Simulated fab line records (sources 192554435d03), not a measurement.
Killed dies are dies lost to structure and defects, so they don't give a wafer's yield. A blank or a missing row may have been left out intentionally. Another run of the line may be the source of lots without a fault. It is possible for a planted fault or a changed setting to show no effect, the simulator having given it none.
Matching of chambers	flow n5-finfet	N5_WELL_APT_DESCUM_13 on rie-diel-05 has 4 sister chambers
The step chemistry O2, time 7.9 s. 4 wafers are shown with their chamber, then 7 later ones without.

## EACH WAFER AND ITS CHAMBER
wafer	chamber	showerhead-plenum-p-Torr (Torr)
L734.4	1	2.06
L736.1	3	2.16
L737.2	2	2.24
L737.4	0	1.96

## WAFERS WITHOUT THEIR CHAMBER
wafer	showerhead-plenum-p-Torr (Torr)
L737.6	2.24
L739.1	2.06
L739.2	2.24
L739.5	2.06
L741.2	2.05
L741.4	2.16
L741.6	2.24

## CHAMBER TAKEN BY EACH
wafer	from the rows above	in truth
L737.6	2	2
L739.1	1	1
L739.2	2	2
L739.5	1	1
L741.2	1	1
L741.4	3	3
L741.6	2	2
7 of 7 placed correctly. From these rows, 0 cannot be placed. Number placed wrongly: 0.
How it was worked out, from the rows above alone: a wafer's distance from a chamber is the root of the sum, over the readings, of the square of ((its reading less the chamber's mean) divided by the reading's scatter). The wafer belongs to the nearest chamber; if the next one is less than 2 further off, it can't be placed. Each chamber's mean is taken over the wafers shown for it. The scatter: root of mean squared gap, hidden wafer to nearest shown wafer, with one shown wafer a chamber.
